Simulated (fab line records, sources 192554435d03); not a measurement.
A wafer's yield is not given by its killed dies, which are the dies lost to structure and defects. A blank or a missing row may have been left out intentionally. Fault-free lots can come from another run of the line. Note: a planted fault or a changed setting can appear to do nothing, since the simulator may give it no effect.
Which of the tools did it? || flow n5_finfet || 8 lots, 24 wafers sampled, at 7 steps of a route of 1938

## WHAT THE GAUGES SHOWED, per wafer
N5_MOL_CONTACT_COAG_CD_MEAS_08: target cd 28 nm.
{"lot": "L233", "measured": "day 5 01:25", "on": "cd_sem-03", "cd_nm (nm)": "28.51 28.28 27.85"}
{"lot": "L235", "measured": "day 5 08:47", "on": "cd_sem-01", "cd_nm (nm)": "28.02 27.94 28.30"}
{"lot": "L242", "measured": "day 7 06:22", "on": "cd_sem-01", "cd_nm (nm)": "27.98 27.82 28.23"}
{"lot": "L243", "measured": "day 7 13:11", "on": "cd_sem-02", "cd_nm (nm)": "27.08 27.04 27.02"}
{"lot": "L244", "measured": "day 7 16:59", "on": "cd_sem-03", "cd_nm (nm)": "27.03 26.73 27.09"}
{"lot": "L246", "measured": "day 8 06:26", "on": "cd_sem-02", "cd_nm (nm)": "28.04 27.93 27.75"}
{"lot": "L249", "measured": "day 9 02:47", "on": "cd_sem-03", "cd_nm (nm)": "27.55 28.17 27.94"}
{"lot": "L252", "measured": "day 9 17:50", "on": "cd_sem-02", "cd_nm (nm)": "27.72 28.46 27.82"}

N5_MOL_CONTACT_COAG_CD_MEAS_99: target cd 17.2 nm.
{"lot": "L233", "measured": "day 5 02:48", "on": "cd_sem-01", "cd_nm (nm)": "17.9 17.6 17.4"}
{"lot": "L235", "measured": "day 5 09:18", "on": "cd_sem-02", "cd_nm (nm)": "17.0 17.5 17.9"}
{"lot": "L242", "measured": "day 7 06:53", "on": "cd_sem-02", "cd_nm (nm)": "17.4 17.6 17.7"}
{"lot": "L243", "measured": "day 7 13:42", "on": "cd_sem-01", "cd_nm (nm)": "16.2 16.3 15.8"}
{"lot": "L244", "measured": "day 7 17:31", "on": "cd_sem-02", "cd_nm (nm)": "16.2 16.2 16.5"}
{"lot": "L246", "measured": "day 8 07:23", "on": "cd_sem-02", "cd_nm (nm)": "17.3 17.0 17.7"}
{"lot": "L249", "measured": "day 9 03:20", "on": "cd_sem-02", "cd_nm (nm)": "17.5 17.0 16.9"}
{"lot": "L252", "measured": "day 9 18:44", "on": "cd_sem-03", "cd_nm (nm)": "16.7 17.5 17.2"}

N5_BEOL_M4_RC_MEAS_101.
{"lot": "L233", "measured": "day 8 11:33", "on": "prober-02", "DIBL_N (mV/V)": "33.6 36.4 35.8", "DIBL_P (mV/V)": "34.1 37.0 36.4", "IOFF_N (nA/um)": "0.14 0.18 0.17", "IOFF_P (nA/um)": "0.21 0.25 0.24", "ION_N (uA/um)": "673 679 676", "ION_P (uA/um)": "467 468 467", "RC_DENSE_N (ohm.um)": "18.4 18.7 19.2", "RC_DENSE_P (ohm.um)": "23.5 23.3 23.7", "RC_N (ohm.um)": "15.2 15.2 15.3", "RC_P (ohm.um)": "18.8 19.1 19.4", "SS_N (mV/dec)": "71.1 72.3 71.8", "SS_P (mV/dec)": "73.2 73.4 73.1", "VT_N (mV)": "248 250 249", "VT_P (mV)": "-248 -249 -246"}
{"lot": "L235", "measured": "day 8 13:29", "on": "prober-01", "DIBL_N (mV/V)": "35.7 33.6 36.1", "DIBL_P (mV/V)": "36.1 33.4 36.5", "IOFF_N (nA/um)": "0.15 0.11 0.14", "IOFF_P (nA/um)": "0.18 0.14 0.18", "ION_N (uA/um)": "682 681 677", "ION_P (uA/um)": "467 462 463", "RC_DENSE_N (ohm.um)": "18.9 18.3 18.0", "RC_DENSE_P (ohm.um)": "23.5 22.7 22.4", "RC_N (ohm.um)": "15.5 15.1 14.7", "RC_P (ohm.um)": "19.2 18.8 18.3", "SS_N (mV/dec)": "71.0 71.0 71.5", "SS_P (mV/dec)": "73.3 72.8 73.3", "VT_N (mV)": "251 255 253", "VT_P (mV)": "-251 -257 -253"}
{"lot": "L242", "measured": "day 10 07:21", "on": "prober-01", "DIBL_N (mV/V)": "34.9 35.6 33.3", "DIBL_P (mV/V)": "35.2 36.8 33.1", "IOFF_N (nA/um)": "0.15 0.16 0.12", "IOFF_P (nA/um)": "0.22 0.23 0.19", "ION_N (uA/um)": "679 675 690", "ION_P (uA/um)": "467 467 479", "RC_DENSE_N (ohm.um)": "18.3 18.6 18.7", "RC_DENSE_P (ohm.um)": "23.2 23.1 23.5", "RC_N (ohm.um)": "15.0 15.2 15.3", "RC_P (ohm.um)": "18.8 19.2 19.2", "SS_N (mV/dec)": "71.0 71.6 70.1", "SS_P (mV/dec)": "73.7 74.1 72.8", "VT_N (mV)": "249 249 254", "VT_P (mV)": "-250 -248 -249"}
{"lot": "L243", "measured": "day 10 09:15", "on": "prober-01", "DIBL_N (mV/V)": "35.8 35.6 34.2", "DIBL_P (mV/V)": "36.3 34.7 33.9", "IOFF_N (nA/um)": "0.16 0.15 0.13", "IOFF_P (nA/um)": "0.20 0.17 0.17", "ION_N (uA/um)": "682 663 655", "ION_P (uA/um)": "463 449 447", "RC_DENSE_N (ohm.um)": "20.7 20.3 21.0", "RC_DENSE_P (ohm.um)": "26.3 25.6 26.5", "RC_N (ohm.um)": "17.0 16.6 17.0", "RC_P (ohm.um)": "21.5 20.6 21.5", "SS_N (mV/dec)": "71.3 71.1 71.1", "SS_P (mV/dec)": "72.9 72.7 72.1", "VT_N (mV)": "249 249 251", "VT_P (mV)": "-251 -253 -253"}
{"lot": "L244", "measured": "day 10 15:11", "on": "prober-02", "DIBL_N (mV/V)": "37.2 37.7 35.5", "DIBL_P (mV/V)": "37.8 39.0 36.4", "IOFF_N (nA/um)": "0.19 0.19 0.16", "IOFF_P (nA/um)": "0.25 0.27 0.23", "ION_N (uA/um)": "683 673 682", "ION_P (uA/um)": "471 465 474", "RC_DENSE_N (ohm.um)": "20.7 20.2 20.6", "RC_DENSE_P (ohm.um)": "25.8 25.5 25.8", "RC_N (ohm.um)": "16.7 16.3 16.7", "RC_P (ohm.um)": "21.1 20.7 20.8", "SS_N (mV/dec)": "72.0 72.6 71.1", "SS_P (mV/dec)": "72.9 73.8 73.1", "VT_N (mV)": "246 246 249", "VT_P (mV)": "-244 -247 -248"}
{"lot": "L246", "measured": "day 11 13:41", "on": "prober-01", "DIBL_N (mV/V)": "35.8 39.6 36.3", "DIBL_P (mV/V)": "36.1 39.5 36.7", "IOFF_N (nA/um)": "0.17 0.23 0.17", "IOFF_P (nA/um)": "0.27 0.32 0.27", "ION_N (uA/um)": "673 683 690", "ION_P (uA/um)": "471 470 478", "RC_DENSE_N (ohm.um)": "19.5 19.7 18.9", "RC_DENSE_P (ohm.um)": "24.7 24.7 23.8", "RC_N (ohm.um)": "15.9 16.2 15.5", "RC_P (ohm.um)": "20.0 20.3 19.6", "SS_N (mV/dec)": "71.4 71.9 71.5", "SS_P (mV/dec)": "73.0 73.3 72.8", "VT_N (mV)": "247 245 247", "VT_P (mV)": "-244 -241 -243"}
{"lot": "L249", "measured": "day 12 00:10", "on": "prober-02", "DIBL_N (mV/V)": "37.3 35.6 35.4", "DIBL_P (mV/V)": "35.4 34.2 34.3", "IOFF_N (nA/um)": "0.16 0.15 0.14", "IOFF_P (nA/um)": "0.22 0.22 0.21", "ION_N (uA/um)": "675 703 677", "ION_P (uA/um)": "466 481 469", "RC_DENSE_N (ohm.um)": "19.4 18.5 19.2", "RC_DENSE_P (ohm.um)": "24.1 22.9 23.5", "RC_N (ohm.um)": "15.9 14.9 15.6", "RC_P (ohm.um)": "19.8 18.6 19.2", "SS_N (mV/dec)": "71.4 71.4 71.2", "SS_P (mV/dec)": "72.8 72.5 72.8", "VT_N (mV)": "247 246 249", "VT_P (mV)": "-246 -244 -245"}
{"lot": "L252", "measured": "day 13 00:05", "on": "prober-02", "DIBL_N (mV/V)": "33.4 35.3 34.3", "DIBL_P (mV/V)": "33.1 34.8 33.9", "IOFF_N (nA/um)": "0.13 0.16 0.14", "IOFF_P (nA/um)": "0.17 0.19 0.18", "ION_N (uA/um)": "682 677 672", "ION_P (uA/um)": "465 462 459", "RC_DENSE_N (ohm.um)": "19.8 19.1 17.9", "RC_DENSE_P (ohm.um)": "24.3 23.6 22.2", "RC_N (ohm.um)": "16.0 15.5 14.6", "RC_P (ohm.um)": "19.8 19.3 18.4", "SS_N (mV/dec)": "71.4 71.3 71.9", "SS_P (mV/dec)": "72.7 73.6 73.2", "VT_N (mV)": "251 247 250", "VT_P (mV)": "-254 -251 -252"}

## EACH LOT AND THE TOOL THAT RAN IT (in order: tool; ch and the chambers of the sampled wafers; start)
{"lot": "L233", "N5_GATE_CUT_ETCH_19": "rie_diel-05 ch 0,1,3, day 4 21:07", "N5_GATE_CUT_CMP_61": "cmp-04 ch 2,3, day 5 00:45", "N5_MOL_CONTACT_COAG_EXPOSE_05": "euv_scanner-01 ch 0, day 5 01:16", "N5_MOL_CONTACT_COAG_ETCH_106": "rie_diel-01 ch 0,2,3, day 5 02:29"}
{"lot": "L235", "N5_GATE_CUT_ETCH_19": "rie_diel-04 ch 0,3, day 5 05:14", "N5_GATE_CUT_CMP_61": "cmp-03 ch 0,1,2, day 5 08:13", "N5_MOL_CONTACT_COAG_EXPOSE_05": "euv_scanner-01 ch 0, day 5 08:40", "N5_MOL_CONTACT_COAG_ETCH_106": "rie_diel-03 ch 1,2,3, day 5 08:59"}
{"lot": "L242", "N5_GATE_CUT_ETCH_19": "rie_diel-05 ch 0,3, day 7 02:59", "N5_GATE_CUT_CMP_61": "cmp-04 ch 2,3, day 7 05:52", "N5_MOL_CONTACT_COAG_EXPOSE_05": "euv_scanner-02 ch 0, day 7 06:15", "N5_MOL_CONTACT_COAG_ETCH_106": "rie_diel-01 ch 0,2, day 7 06:35"}
{"lot": "L243", "N5_GATE_CUT_ETCH_19": "rie_diel-05 ch 0,2,3, day 7 09:33", "N5_GATE_CUT_CMP_61": "cmp-02 ch 0,2, day 7 12:24", "N5_MOL_CONTACT_COAG_EXPOSE_05": "euv_scanner-01 ch 0, day 7 13:03", "N5_MOL_CONTACT_COAG_ETCH_106": "rie_diel-01 ch 0,2,3, day 7 13:23"}
{"lot": "L244", "N5_GATE_CUT_ETCH_19": "rie_diel-02 ch 0,1, day 7 13:34", "N5_GATE_CUT_CMP_61": "cmp-03 ch 0,1,2, day 7 16:29", "N5_MOL_CONTACT_COAG_EXPOSE_05": "euv_scanner-01 ch 0, day 7 16:52", "N5_MOL_CONTACT_COAG_ETCH_106": "rie_diel-01 ch 0,1,2, day 7 17:12"}
{"lot": "L246", "N5_GATE_CUT_ETCH_19": "rie_diel-02 ch 0,1,3, day 8 02:56", "N5_GATE_CUT_CMP_61": "cmp-02 ch 0,1,3, day 8 05:47", "N5_MOL_CONTACT_COAG_EXPOSE_05": "euv_scanner-02 ch 0, day 8 06:18", "N5_MOL_CONTACT_COAG_ETCH_106": "rie_diel-01 ch 0,1,2, day 8 07:05"}
{"lot": "L249", "N5_GATE_CUT_ETCH_19": "rie_diel-05 ch 0,1,2, day 8 19:54", "N5_GATE_CUT_CMP_61": "cmp-03 ch 1,2, day 9 02:16", "N5_MOL_CONTACT_COAG_EXPOSE_05": "euv_scanner-02 ch 0, day 9 02:40", "N5_MOL_CONTACT_COAG_ETCH_106": "rie_diel-01 ch 1,2, day 9 03:01"}
{"lot": "L252", "N5_GATE_CUT_ETCH_19": "rie_diel-04 ch 0,1, day 9 14:18", "N5_GATE_CUT_CMP_61": "cmp-04 ch 1,2,3, day 9 17:11", "N5_MOL_CONTACT_COAG_EXPOSE_05": "euv_scanner-02 ch 0, day 9 17:43", "N5_MOL_CONTACT_COAG_ETCH_106": "rie_diel-03 ch 0,2,3, day 9 18:26"}
- N5_GATE_CUT_ETCH_19: etches SiNx in CH3F/O2, target depth 53.7 nm, time 76.7 s.
- N5_GATE_CUT_CMP_61: polishes, stops on SiNx, t overpolish 3 s.
- N5_MOL_CONTACT_COAG_EXPOSE_05: exposes mask CA, defocus 0 nm.
- N5_MOL_CONTACT_COAG_ETCH_106: etches SOC in N2/H2, target depth 80 nm, overetch 16 nm, time 120 s.

## AS READ BY THE TOOLS THEMSELVES (means over the sampled wafers that have a number; for cases with no such wafer, the mark the record gives instead)
N5_GATE_CUT_ETCH_19.
{"lot": "L233", "tool": "rie_diel-05", "bias_w (W)": 73.04, "drypump_motor_current_A (A)": 6.2, "etch_rf_on_time_s (s)": 77.0, "mfc_ar_sccm (sccm)": 150.3, "oes_f_703_au (a.u.)": 0.80, "oes_product_au (a.u.)": 0.68, "rf_vpp_V (V)": 293, "showerhead_plenum_p_Torr (Torr)": 2.02, "throttle_valve_pct (%)": 16.31}
{"lot": "L235", "tool": "rie_diel-04", "bias_w (W)": 72.87, "drypump_motor_current_A (A)": 5.3, "etch_rf_on_time_s (s)": 77.5, "mfc_ar_sccm (sccm)": 150.2, "oes_f_703_au (a.u.)": 0.72, "oes_product_au (a.u.)": 0.61, "rf_vpp_V (V)": 300, "showerhead_plenum_p_Torr (Torr)": 1.97, "throttle_valve_pct (%)": 16.29}
{"lot": "L242", "tool": "rie_diel-05", "bias_w (W)": 73.06, "drypump_motor_current_A (A)": 6.1, "etch_rf_on_time_s (s)": 75.3, "mfc_ar_sccm (sccm)": 150.0, "oes_f_703_au (a.u.)": 0.84, "oes_product_au (a.u.)": 0.72, "rf_vpp_V (V)": 297, "showerhead_plenum_p_Torr (Torr)": 1.99, "throttle_valve_pct (%)": 16.35}
{"lot": "L243", "tool": "rie_diel-05", "bias_w (W)": 72.88, "drypump_motor_current_A (A)": 5.9, "etch_rf_on_time_s (s)": 77.3, "mfc_ar_sccm (sccm)": 150.5, "oes_f_703_au (a.u.)": 0.80, "oes_product_au (a.u.)": 0.67, "rf_vpp_V (V)": 296, "showerhead_plenum_p_Torr (Torr)": 2.01, "throttle_valve_pct (%)": 16.32}
{"lot": "L244", "tool": "rie_diel-02", "bias_w (W)": 72.97, "drypump_motor_current_A (A)": 5.9, "etch_rf_on_time_s (s)": 76.9, "mfc_ar_sccm (sccm)": 149.9, "oes_f_703_au (a.u.)": 0.75, "oes_product_au (a.u.)": 0.65, "rf_vpp_V (V)": 299, "showerhead_plenum_p_Torr (Torr)": 1.95, "throttle_valve_pct (%)": 16.61}
{"lot": "L246", "tool": "rie_diel-02", "bias_w (W)": 72.76, "drypump_motor_current_A (A)": 5.9, "etch_rf_on_time_s (s)": 76.5, "mfc_ar_sccm (sccm)": 149.8, "oes_f_703_au (a.u.)": 0.73, "oes_product_au (a.u.)": 0.63, "rf_vpp_V (V)": 298, "showerhead_plenum_p_Torr (Torr)": 1.97, "throttle_valve_pct (%)": 16.49}
{"lot": "L249", "tool": "rie_diel-05", "bias_w (W)": 73.06, "drypump_motor_current_A (A)": 5.9, "etch_rf_on_time_s (s)": 78.2, "mfc_ar_sccm (sccm)": 150.2, "oes_f_703_au (a.u.)": 0.76, "oes_product_au (a.u.)": 0.63, "rf_vpp_V (V)": 292, "showerhead_plenum_p_Torr (Torr)": 2.05, "throttle_valve_pct (%)": 16.35}
{"lot": "L252", "tool": "rie_diel-04", "bias_w (W)": 72.88, "drypump_motor_current_A (A)": 5.2, "etch_rf_on_time_s (s)": 78.1, "mfc_ar_sccm (sccm)": 150.2, "oes_f_703_au (a.u.)": 0.78, "oes_product_au (a.u.)": 0.68, "rf_vpp_V (V)": 301, "showerhead_plenum_p_Torr (Torr)": 2.00, "throttle_valve_pct (%)": 16.41}

N5_GATE_CUT_CMP_61.
{"lot": "L233", "tool": "cmp-04", "motor_current_A (A)": 12.1, "platen_rpm (rpm)": 27.084, "slurry_flow_ml_min": 149.7}
{"lot": "L235", "tool": "cmp-03", "motor_current_A (A)": 11.9, "platen_rpm (rpm)": 27.096, "slurry_flow_ml_min": 150.0}
{"lot": "L242", "tool": "cmp-04", "motor_current_A (A)": 12.6, "platen_rpm (rpm)": 27.094, "slurry_flow_ml_min": 150.2}
{"lot": "L243", "tool": "cmp-02", "motor_current_A (A)": 11.9, "platen_rpm (rpm)": 27.094, "slurry_flow_ml_min": 149.9}
{"lot": "L244", "tool": "cmp-03", "motor_current_A (A)": 12.0, "platen_rpm (rpm)": 27.091, "slurry_flow_ml_min": 149.4}
{"lot": "L246", "tool": "cmp-02", "motor_current_A (A)": 12.5, "platen_rpm (rpm)": 27.083, "slurry_flow_ml_min": 149.7}
{"lot": "L249", "tool": "cmp-03", "motor_current_A (A)": 12.5, "platen_rpm (rpm)": 27.101, "slurry_flow_ml_min": 150.6}
{"lot": "L252", "tool": "cmp-04", "motor_current_A (A)": 12.4, "platen_rpm (rpm)": 27.099, "slurry_flow_ml_min": 149.9}

N5_MOL_CONTACT_COAG_EXPOSE_05.
{"lot": "L233", "tool": "euv_scanner-01", "exposure_dose_mJ_cm2": 38.20}
{"lot": "L235", "tool": "euv_scanner-01", "exposure_dose_mJ_cm2": 38.17}
{"lot": "L242", "tool": "euv_scanner-02", "exposure_dose_mJ_cm2": 38.19}
{"lot": "L243", "tool": "euv_scanner-01", "exposure_dose_mJ_cm2": 36.58}
{"lot": "L244", "tool": "euv_scanner-01", "exposure_dose_mJ_cm2": 36.90}
{"lot": "L246", "tool": "euv_scanner-02", "exposure_dose_mJ_cm2": 38.22}
{"lot": "L249", "tool": "euv_scanner-02", "exposure_dose_mJ_cm2": 38.22}
{"lot": "L252", "tool": "euv_scanner-02", "exposure_dose_mJ_cm2": 38.17}

N5_MOL_CONTACT_COAG_ETCH_106.
{"lot": "L233", "tool": "rie_diel-01", "bias_w (W)": 150.2, "drypump_motor_current_A (A)": 5.7, "oes_product_au (a.u.)": 0.73, "rf_vpp_V (V)": 526.2, "showerhead_plenum_p_Torr (Torr)": 2.64, "throttle_valve_pct (%)": 17.83}
{"lot": "L235", "tool": "rie_diel-03", "bias_w (W)": 150.4, "drypump_motor_current_A (A)": 5.5, "oes_product_au (a.u.)": 0.67, "rf_vpp_V (V)": 522.8, "showerhead_plenum_p_Torr (Torr)": 2.49, "throttle_valve_pct (%)": 17.79}
{"lot": "L242", "tool": "rie_diel-01", "bias_w (W)": 150.1, "drypump_motor_current_A (A)": 5.3, "oes_product_au (a.u.)": 0.70, "rf_vpp_V (V)": 527.1, "showerhead_plenum_p_Torr (Torr)": 2.62, "throttle_valve_pct (%)": 18.07}
{"lot": "L243", "tool": "rie_diel-01", "bias_w (W)": 150.4, "drypump_motor_current_A (A)": 5.7, "oes_product_au (a.u.)": 0.71, "rf_vpp_V (V)": 526.2, "showerhead_plenum_p_Torr (Torr)": 2.63, "throttle_valve_pct (%)": 17.88}
{"lot": "L244", "tool": "rie_diel-01", "bias_w (W)": 149.7, "drypump_motor_current_A (A)": 5.5, "oes_product_au (a.u.)": 0.75, "rf_vpp_V (V)": 524.4, "showerhead_plenum_p_Torr (Torr)": 2.56, "throttle_valve_pct (%)": 17.92}
{"lot": "L246", "tool": "rie_diel-01", "bias_w (W)": 149.8, "drypump_motor_current_A (A)": 5.5, "oes_product_au (a.u.)": 0.74, "rf_vpp_V (V)": 524.1, "showerhead_plenum_p_Torr (Torr)": 2.56, "throttle_valve_pct (%)": 17.93}
{"lot": "L249", "tool": "rie_diel-01", "bias_w (W)": 149.9, "drypump_motor_current_A (A)": 5.5, "oes_product_au (a.u.)": 0.79, "rf_vpp_V (V)": 523.2, "showerhead_plenum_p_Torr (Torr)": 2.55, "throttle_valve_pct (%)": 17.84}
{"lot": "L252", "tool": "rie_diel-03", "bias_w (W)": 150.3, "drypump_motor_current_A (A)": 6.0, "oes_product_au (a.u.)": 0.69, "rf_vpp_V (V)": 524.1, "showerhead_plenum_p_Torr (Torr)": 2.54, "throttle_valve_pct (%)": 17.95}

## THE ANSWER, worked out from the rows above alone
Rule: the usual values come from the lots themselves. Put in order of their means at a reading, lots are off if they are a third of the lots or fewer, leave a main group of 4 or more, and stand apart from it by a gap of 3 or more times the standard deviation of the main group's means; of several such gaps the widest counts. The tables above print the reading to a certain number of digits; a main group whose means all agree to those digits is not used. A lot without any number at a reading at which 4 lots or more have one is off too. Where the step has rows for the other lots, those lots are counted as sound. The gauges are gone through in route order, then the tools' own readings, and for those a lot's mean is taken as printed above. At the first step where some lot is off, the reading lying furthest off is the one used; lots without a number count as furthest.
Off: L243, L244 (N5_MOL_CONTACT_COAG_CD_MEAS_08, cd_nm). For the main group the mean is 28.02 nm and the standard deviation 0.11.
A tool fits if, at a process step before that reading, it ran every lot that is off, and no sound lot after the first of them. Not tried: the gauges at N5_MOL_CONTACT_COAG_CD_MEAS_08; whatever is off there is also off at N5_BEOL_M4_RC_MEAS_101, on other tools, and gauge error can't account for it. One fits: N5_MOL_CONTACT_COAG_EXPOSE_05 on euv_scanner-01. A fault onset in the window from L235 (day 5 08:40, its last sound lot) to L243 (day 7 13:03, its first lot off) fits.
The tool's own readings at N5_MOL_CONTACT_COAG_EXPOSE_05 bear it out: on the lots that are off they differ by more than 5 times the standard deviation of the sound lots' means. exposure_dose_mJ_cm2 reads 36.74 there against 38.20 on the sound lots.

## WHAT WAS PUT IN BY THE SIMULATOR
Drift in process parameters on euv_scanner-01 at N5_MOL_CONTACT_COAG_EXPOSE_05, starting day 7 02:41. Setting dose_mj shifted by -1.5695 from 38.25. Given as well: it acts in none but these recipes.
Lots struck among those shown: L243, L244. The rule above reached the same finding.
